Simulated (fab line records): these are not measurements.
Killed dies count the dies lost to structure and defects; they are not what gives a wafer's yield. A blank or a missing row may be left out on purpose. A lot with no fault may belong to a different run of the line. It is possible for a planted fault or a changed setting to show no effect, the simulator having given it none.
Chamber matching :: flow n5_finfet :: cvd_co-01 running N5_BEOL_M2_CO_CAP_55: 3 sister chambers
The step material Co, precursor CCTBA/H2, target thk 2 nm, time 102.1 s. 3 wafers are shown with their chamber, then 12 later ones without.

WAFERS WITH THEIR CHAMBER
wafer: L091.1
chamber: 2
heater_power_w (W): 217

wafer: L091.3
chamber: 0
heater_power_w (W): 219

wafer: L091.6
chamber: 1
heater_power_w (W): 282

WAFERS WITHOUT THEIR CHAMBER
wafer: L092.2
heater_power_w (W): 215

wafer: L092.4
heater_power_w (W): 212

wafer: L092.5
heater_power_w (W): 278

wafer: L094.1
heater_power_w (W): 213

wafer: L094.4
heater_power_w (W): 222

wafer: L094.5
heater_power_w (W): 270

wafer: L096.2
heater_power_w (W): 220

wafer: L096.3
heater_power_w (W): 223

wafer: L096.5
heater_power_w (W): 275

wafer: L097.1
heater_power_w (W): 224

wafer: L097.2
heater_power_w (W): 273

wafer: L097.3
heater_power_w (W): 212

EACH ONE'S CHAMBER
wafer: L092.2
from the rows above: can't be placed: 2 or 0
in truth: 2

wafer: L092.4
from the rows above: can't be placed: 2 or 0
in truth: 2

wafer: L092.5
from the rows above: 1
in truth: 1

wafer: L094.1
from the rows above: can't be placed: 2 or 0
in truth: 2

wafer: L094.4
from the rows above: can't be placed: 0 or 2
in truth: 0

wafer: L094.5
from the rows above: 1
in truth: 1

wafer: L096.2
from the rows above: can't be placed: 0 or 2
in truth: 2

wafer: L096.3
from the rows above: can't be placed: 0 or 2
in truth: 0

wafer: L096.5
from the rows above: 1
in truth: 1

wafer: L097.1
from the rows above: can't be placed: 0 or 2
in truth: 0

wafer: L097.2
from the rows above: 1
in truth: 1

wafer: L097.3
from the rows above: can't be placed: 2 or 0
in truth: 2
4 of 12 placed correctly. Cannot be placed on the basis of these rows: 8; the candidates contain the true chamber in 8. Wrongly placed: 0.
How it was worked out, from the rows above alone: a wafer's distance from a chamber is the root of the sum, over the readings, of the square of ((its reading less the chamber's mean) divided by the reading's scatter). If the next closest chamber is less than 2 further off than the closest, the wafer can't be placed; otherwise it belongs to the closest. The mean given for a chamber averages the wafers shown for that chamber. The scatter: root of mean squared gap, hidden wafer to nearest shown wafer, with one shown wafer a chamber.
